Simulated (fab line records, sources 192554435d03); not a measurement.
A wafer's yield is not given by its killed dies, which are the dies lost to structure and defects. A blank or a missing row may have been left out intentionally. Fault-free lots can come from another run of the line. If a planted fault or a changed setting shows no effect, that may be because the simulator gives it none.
A lot that was struck, set against a sound lot -- flow n5Finfet -- 37 steps out of a route of 1938
Sound: the wafers L428.1, L428.3, L428.6. Struck: wafer L435.5 (L435.1, L435.6, from the same lot, were not struck and are left out); the cause is given at the end.
For every step that has rows: the tool of each side, followed by ch and its chambers, followed by its first start. Under that, the readings that differ: sound wafers -- struck wafers -- difference of the means -- sigmas: that difference in standard deviations of wafers without a fault.
alike: words and numbers the same on both sides, and readings whose means are apart by under 2 such deviations; not compared: readings that were withheld, readings missing a value for some wafer, numbers with overlapping values and no deviation given by the record, and bounds like >300 which may hide the same value.
Wherever a step has rows on one side only, a row that says differs or no value, or a row with sigmas, the two part there. Numbers that have no deviation but don't overlap get no sigmas and don't part them. Lack of a reading on every wafer of one side parts them only where that side has two or more wafers.

first, 9 steps without rows for these wafers: N5_BEOL_M13_PRE_CLEAN_42 (time 30 s); N5_BEOL_M13_SPUTTER_43 (material TaN, target thk 15 nm, time 24.19 s); N5_BEOL_M13_SPUTTER_44 (material Ta, target thk 10 nm, time 16.13 s); N5_BEOL_M13_SPUTTER_45 (material Cu, target thk 80 nm, time 13.33 s); N5_BEOL_M13_ECD_47 (material Cu, target thk 936 nm); N5_BEOL_M13_ANNEAL_48 (time 90 s); N5_BEOL_M13_CMP_49 (polishes, stops on SiOC, t overpolish 17.1 s, target thk 420 nm); N5_BEOL_M13_PRE_CLEAN_52 (time 15 s); N5_BEOL_M13_DEP_53 (deposits SiCN from 3MS/NH3, target thk 50 nm, time 17.8 s).
N5_BEOL_M14_ILD_DEP_00: deposits SiO2 from TEOS/O2, target thk 1119.3 nm, time 237.4 s.
  sound on pecvd-02 ch 0,1,2, day 15 19:07; struck on pecvd-02 ch 2, day 18 12:14
reading,sound,struck,difference,sigmas
chamberPressureTorr (Torr),6.502 6.496 6.492,6.458,-0.039,-3
runLengthS (s),280.7 278.9 281.1,266.8,-13.4,-23
model.SiO2_of_BEOL_M14_ILD_DEP_00.thkNm (nm),1107 1119 1140,1087,-35,
  alike: heaterPowerW, showerheadPlenumPTorr, throttleValvePct
  not compared: sinceWetCleanH
N5_BEOL_M14_THK_MEAS_01:
  sound: filmMetro-01 at day 15 19:18; struck: filmMetro-01 at day 18 12:26
reading,sound,struck,difference,sigmas
M14_ILD_THK (nm),1107 1119 1140,1087,-35,-2
then, 10 steps without rows for these wafers: N5_BEOL_M14_COAT_58 (time 60 s, resist thk 89 nm); N5_BEOL_M14_COAT_04 (resist thk 800 nm); N5_BEOL_M14_EBR_06; N5_BEOL_M14_SOFTBAKE_05 (time 60 s); N5_BEOL_M14_EXPOSE_07 (exposes mask V13); N5_BEOL_M14_PEB_08 (peb time 90 s); N5_BEOL_M14_DEVELOP_09 (develop time 45 s); N5_BEOL_M14_HARDBAKE_14 (time 120 s); N5_BEOL_M14_DESCUM_15 (chemistry O2, time 7.9 s); N5_BEOL_M14_ETCH_59 (etches BARC in N2/H2, target depth 89 nm, overetch 26.7 nm, time 67.9 s).
N5_BEOL_M14_VIA_ETCH_16: etches SiO2 in C4F8/O2/Ar, target depth 1231.3 nm.
  sound on rieDiel-01 ch 0,2, day 15 19:47; struck on rieDiel-01 ch 1, day 18 12:55
reading,sound,struck,difference,sigmas
showerheadPlenumPTorr (Torr),3.31 3.40 3.40,3.57,+0.20,+2
model.etch.depthNm (nm),1107 1119 1140,1087,-35,
model.coat_of_BEOL_M14_COAT_04.thkNm (nm),458.6 460.2 454.2,467.2,+9.5,
  alike: drypumpMotorCurrentA, oes_f_703_au, oesProductAu, rfVppV, throttleValvePct
then, 13 steps without rows for these wafers: N5_BEOL_M14_STRIP_63 (strips in O2); N5_BEOL_M14_STRIP_64 (strips in O2); N5_BEOL_M14_STRIP_71 (strips in post etch residue remover, time 60 s); N5_BEOL_M14_SRD_72 (time 30 s, dry time 30 s); N5_BEOL_M14_COAT_65 (time 60 s, resist thk 450 nm); N5_BEOL_M14_COAT_66 (time 60 s, resist thk 110 nm); N5_BEOL_M14_COAT_22 (resist thk 300 nm); N5_BEOL_M14_EBR_24; N5_BEOL_M14_SOFTBAKE_23 (time 60 s); N5_BEOL_M14_EXPOSE_25 (exposes mask M14, target cd 280 nm); N5_BEOL_M14_PEB_26 (peb time 90 s); N5_BEOL_M14_DEVELOP_27 (develop time 45 s); N5_BEOL_M14_HARDBAKE_32 (time 120 s).
N5_BEOL_M14_CMP_49: polishes, stops on SiO2, t overpolish 5.2 s, target thk 560 nm.
  sound on cmp-04 ch 1,3, day 15 23:25; struck on cmp-04 ch 0, day 18 18:54
reading,sound,struck,difference,sigmas
motorCurrentA (A),7.8 9.4 9.4,7.2,-1.7,-3
model.SiO2_of_BEOL_M14_ILD_DEP_00.thkNm (nm),1025 1040 1060,1007,-35,
  alike: slurryFlowMlMin
after that, 1 step had no rows for these wafers: N5_PASSIVATION_PROBE_49.

WHERE THEY PART
First at N5_BEOL_M14_ILD_DEP_00; last, within this record, at N5_BEOL_M14_CMP_49.

WHY: whatever the simulator had introduced
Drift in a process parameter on pecvd-02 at N5_BEOL_M14_ILD_DEP_00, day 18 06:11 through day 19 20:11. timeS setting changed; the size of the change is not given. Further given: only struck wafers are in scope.
